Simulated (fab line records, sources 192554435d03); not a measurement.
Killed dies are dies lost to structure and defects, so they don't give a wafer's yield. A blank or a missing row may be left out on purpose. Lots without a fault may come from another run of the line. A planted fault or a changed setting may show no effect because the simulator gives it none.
fab line records | flow n5_finfet | part 2 of 2: steps 25 to 31 of 31
record lots=5 wafers=15 last_day=18
route steps=1938 shown BEOL_M12@1612
lots that met no fault: from a run of the same line without faults
start_h: hours from the record's first day to the start of the lot's first wafer shown | wait_h: hours since the lot's step before | " the same as in the row above | L1.1+2: a row that stands for several wafers | - no value, or no start given | * or withheld: withheld | < > ~ a bound
route shown NAME@n: a module of which the file shows steps, and the number in the route of the first | usual: mean/standard deviation of fault-free wafers | same: alike in all rows | chamber/n: place in a boat | sites: the reading at each site | _std_site: their standard deviation | _edge_site: outer sites' mean less inner sites' | radius_mm: how far each site lies from the wafer's centre | mask NAME#n: copy n | behind: the tool/chamber that last shaped the wafer | hold: why the lot was held/for how many hours/how that ended | device: the transistor (n, p or np) that didn't switch | end of line: the same wafers' tests at the end of the route | a step without rows: its recipe alone | killed: dies lost to structure and defects at the first sort, not the wafer's yield | map: a wafer's dies, x killed, . not, _ none there
set.NAME: the setting as run; set.NAME@STEP: as run at that earlier step | model.NAME: the simulator's own value behind a step, which no gauge read
lots at some steps of the route; a table a step, a row a wafer
services: from which hour (start_h, from the record's first day; less than 0 if before it) a tool's chamber was out of use, for how many hours, and why
## steps
# step N5_BEOL_M12_ETCH_67
# recipe chemistry=CF4 target=SiARC target_depth_a=1430 time_s=238.3 ion_energy_ev=80 pressure_mtorr=40 source_w=545 bias_w=36 Ar_flow_sccm=100 cf4_flow_sccm=100 ends=cleared
# usual cf4_flow_sccm=99.96/0.27 drypump_motor_current_A=5.7/0.4 etch_rf_on_time_s=236/7.4 oes_product_au=0.72/0.069 rf_vpp_V=184.4/1.1 showerhead_plenum_p_Torr=2.16/0.055 throttle_valve_pct=15.51/0.18
# columns lot.wafer tool chamber start_h wait_h cf4_flow_sccm drypump_motor_current_A etch_rf_on_time_s oes_product_au rf_hours_counter_h rf_vpp_V showerhead_plenum_p_Torr throttle_valve_pct
L077.1 rie_diel-04 1 259.86 0.0 100.71 5.4 236 0.83 4 184.3 2.19 15.32
L077.3 " 2 " " 100.52 5.9 240 0.66 139 184.8 2.24 15.78
L077.4 " 2 " " 99.85 5.8 239 0.66 - 182.8 2.24 15.78
L076.1 rie_diel-06 1 272.70 0.0 100.44 6.5 233 0.78 31 185.8 2.20 15.33
L076.5 " 3 " " 99.91 5.7 232 0.72 - 185.7 2.17 15.34
L076.6 " 0 " " 100.01 5.3 249 0.56 - 182.8 2.05 15.88
L088.4 rie_diel-05 0 337.35 0.0 100.15 5.4 253 0.68 72 183.6 2.08 15.51
L088.5 " 1 " " 100.05 6.1 238 0.68 - 184.1 2.17 15.37
L088.6 " 2 " " 99.84 5.7 236 0.62 - 184.7 2.22 15.76
L092.2 rie_diel-05 0 374.57 0.0 99.90 5.3 252 0.67 85 183.2 2.08 15.54
L092.5 " 3 " " 99.77 6.1 229 0.81 - 182.8 2.10 15.41
L092.6 " 2 " " 100.33 5.6 233 0.61 - 185.5 2.22 15.79
L096.1 rie_diel-06 1 388.35 0.0 99.87 6.5 225 0.74 69 184.0 2.19 15.39
L096.2 " 3 " " 99.89 5.7 231 0.69 89 184.9 2.16 15.40
L096.3 " 2 " " 99.75 6.3 235 0.72 81 184.9 2.15 15.39
# step N5_BEOL_M12_ETCH_68
# recipe chemistry=N2/H2 target=SOC mask_material=SiARC source_w=3000 bias_w=350 temp_c=40 time_s=285 ion_energy_ev=200 pressure_mtorr=30 n2_flow_sccm=200 h2_flow_sccm=200
# usual drypump_motor_current_A=5.7/0.4 oes_product_au=0.84/0.077 rf_vpp_V=524.7/2 showerhead_plenum_p_Torr=2.57/0.066 throttle_valve_pct=17.67/0.22
# columns lot.wafer tool chamber start_h wait_h drypump_motor_current_A oes_product_au rf_hours_counter_h rf_vpp_V showerhead_plenum_p_Torr throttle_valve_pct
L077.1 rie_diel-04 1 260.01 0.1 5.4 0.98 4 526.6 2.62 17.81
L077.3 " 2 " " 5.8 0.80 139 528.0 2.64 17.75
L077.4 " 2 " " 5.9 0.80 - 525.7 2.64 17.74
L076.1 rie_diel-06 1 272.85 0.1 6.5 0.90 31 526.4 2.58 17.30
L076.5 " 3 " " 5.7 0.84 - 525.6 2.59 17.50
L076.6 " 0 " " 5.4 0.67 - 519.3 2.39 17.80
L088.4 rie_diel-05 0 337.50 0.1 5.4 0.83 72 523.1 2.49 17.90
L088.5 " 1 " " 6.2 0.81 - 526.1 2.56 17.47
L088.6 " 2 " " 5.7 0.72 - 527.1 2.66 18.04
L092.2 rie_diel-05 0 374.72 0.1 5.3 0.81 85 521.0 2.49 17.92
L092.5 " 3 " " 6.1 0.95 - 524.0 2.50 17.74
L092.6 " 2 " " 5.7 0.72 - 527.4 2.65 18.05
L096.1 rie_diel-06 1 388.50 0.1 6.5 0.86 69 525.6 2.56 17.39
L096.2 " 3 " " 5.7 0.80 90 525.2 2.57 17.56
L096.3 " 2 " " 6.4 0.84 81 524.4 2.55 17.48
# step N5_BEOL_M12_STRIP_69
# recipe chemistry=N2/H2 temp_c=40 n2_flow_sccm=200 h2_flow_sccm=200 rf_frequency_hz=6e+07
# columns lot.wafer tool chamber start_h wait_h
L077.1+3+4 rie_diel-04 1,2,2 260.18 0.1
L076.1+5+6 rie_diel-06 1,3,0 273.02 0.1
L088.4+5+6 rie_diel-05 0,1,2 337.67 0.1
L092.2+5+6 rie_diel-05 0,3,2 374.89 0.1
L096.1+2+3 rie_diel-06 1,3,2 388.67 0.1
# step N5_BEOL_M12_TRENCH_ETCH_34
# recipe chemistry=C4F8/O2/Ar target=SiOC target_depth_a=3189.5 mask_material=SOC pressure_mtorr=30 source_w=3000 bias_w=700 Ar_flow_sccm=400 C4F8_flow_sccm=15 O2_flow_sccm=8 he_inner_torr=15 he_outer_torr=30 time_s=125.5 ion_energy_ev=250
# usual drypump_motor_current_A=5.7/0.4 he_outer_torr=29.99/0.057 oes_product_au=0.84/0.077 rf_vpp_V=666.5/2.6 showerhead_plenum_p_Torr=3.44/0.082 throttle_valve_pct=24.08/0.2
# columns lot.wafer tool chamber start_h wait_h drypump_motor_current_A he_outer_torr oes_product_au rf_hours_counter_h rf_vpp_V showerhead_plenum_p_Torr throttle_valve_pct
L077.1 rie_diel-04 1 260.19 0.0 5.4 29.93 0.98 4 667.6 3.46 23.87
L077.3 " 2 " " 5.9 29.89 0.79 139 670.6 3.55 24.26
L077.4 " 2 " " 5.9 30.04 0.79 - 670.5 3.55 24.25
L076.1 rie_diel-06 1 273.03 0.0 6.5 30.02 0.90 31 667.9 3.49 23.92
L076.5 " 3 " " 5.7 29.97 0.84 - 667.8 3.45 23.81
L076.6 " 0 " " 5.4 29.96 0.66 - 660.9 3.29 24.56
L088.4 rie_diel-05 0 337.68 0.0 5.4 30.06 0.82 72 662.5 3.33 24.21
L088.5 " 1 " " 6.1 29.94 0.81 - 668.1 3.45 23.94
L088.6 " 2 " " 5.7 29.93 0.73 - 669.2 3.51 24.12
L092.2 rie_diel-05 0 374.90 0.0 5.4 29.90 0.80 85 662.6 3.32 24.23
L092.5 " 3 " " 6.1 30.04 0.94 - 664.1 3.34 24.02
L092.6 " 2 " " 5.7 29.99 0.72 - 668.1 3.50 24.16
L096.1 rie_diel-06 1 388.68 0.0 6.5 30.03 0.85 69 666.2 3.47 23.95
L096.2 " 3 " " 5.7 29.98 0.80 90 667.6 3.43 23.85
L096.3 " 2 " " 6.4 29.97 0.83 81 667.4 3.42 23.89
# step N5_BEOL_M12_STRIP_70
# recipe chemistry=C4F8/O2/Ar resist=SiARC rf_frequency_hz=6e+07
# columns lot.wafer tool chamber start_h wait_h
L077.1+3+4 rie_diel-04 1,2,2 260.30 0.1
L076.1+5+6 rie_diel-06 1,3,0 273.15 0.1
L088.4+5+6 rie_diel-05 0,1,2 337.80 0.1
L092.2+5+6 rie_diel-05 0,3,2 375.01 0.1
L096.1+2+3 rie_diel-06 1,3,2 388.79 0.1
# step N5_BEOL_M12_OCD_MEAS_35
# usual trench_depth_nm=322/4.3
# columns lot.wafer tool chamber start_h wait_h trench_depth_nm
L077.1 ocd-01 - 260.34 0.0 325
L077.3 " - " " 324
L077.4 " - " " 328
L076.1 ocd-01 - 273.19 0.0 322
L076.5 " - " " 324
L076.6 " - " " 314
L088.4 ocd-01 - 337.84 0.0 318
L088.5 " - " " 322
L088.6 " - " " 323
L092.2 ocd-02 - 375.06 0.0 317
L092.5 " - " " 328
L092.6 " - " " 325
L096.1 ocd-01 - 388.83 0.0 323
L096.2 " - " " 321
L096.3 " - " " 316
# step N5_BEOL_M12_STRIP_37
# recipe chemistry=N2/H2 power_w=1000 temp_c=250 h2_frac=0.65 overash_fraction=0.3 pressure_mtorr=withheld n2_flow_sccm=1750 h2_flow_sccm=3250
# usual drypump_motor_current_A=5.7/0.54 heater_power_w=349/20 oes_product_au=0.791/0.0091
# columns lot.wafer tool chamber start_h wait_h drypump_motor_current_A heater_power_w oes_product_au rf_hours_counter_h
L077.1 plasma_asher-01 0 260.65 0.3 5.1 377 0.806 77
L077.3 " 1 " " 6.4 325 0.789 -
L077.4 " 0 " " 5.1 373 0.781 -
L076.1 plasma_asher-01 1 273.23 0.0 6.4 334 0.787 81
L076.5 " 0 " " 5.1 368 0.787 -
L076.6 " 1 " " 6.4 336 0.792 -
L088.4 plasma_asher-02 0 337.89 0.1 5.8 340 0.785 -
L088.5 " 0 " " 5.8 325 0.793 -
L088.6 " 1 " " 5.5 341 0.807 -
L092.2 plasma_asher-02 1 375.09 0.0 5.5 348 0.789 138
L092.5 " 0 " " 5.8 324 0.795 -
L092.6 " 1 " " 5.5 349 0.809 -
L096.1 plasma_asher-02 0 388.87 0.0 5.7 329 0.791 141
L096.2 " 1 " " 5.5 351 0.789 141
L096.3 " 0 " " 5.8 330 0.785 -
## services
# columns tool chamber start_h hours kind
krf_scanner-02 - 235.28 0.3 repair
rie_diel-05 3 242.46 40.9 repair
plasma_asher-02 - 245.84 33.9 repair
rie_diel-04 1 252.29 3.0 repair
krf_scanner-02 - 262.47 1.0 pm
krf_scanner-02 - 267.42 0.8 pm
rie_diel-06 2 275.94 2.5 repair
krf_scanner-02 - 298.06 1.3 pm
rie_diel-06 0 300.33 - clean
rie_diel-06 0 300.33 - consumable_replace:focus_ring
rie_diel-06 0 300.33 - consumable_replace:showerhead
rie_diel-06 0 300.33 15.9 scheduled_down
krf_scanner-02 - 300.49 0.7 repair
krf_scanner-02 - 308.61 0.8 pm
krf_scanner-02 - 320.92 0.5 repair
krf_scanner-02 - 338.65 14.5 repair
wet_bench-05 - 345.41 2.0 repair
plasma_asher-02 - 346.46 2.8 pm
krf_scanner-01 - 355.64 0.8 pm
krf_scanner-02 - 356.65 0.3 repair
krf_scanner-01 - 356.92 1.0 pm
krf_scanner-02 - 364.74 0.7 repair
krf_scanner-01 - 378.24 1.3 pm
krf_scanner-01 - 382.43 0.4 repair
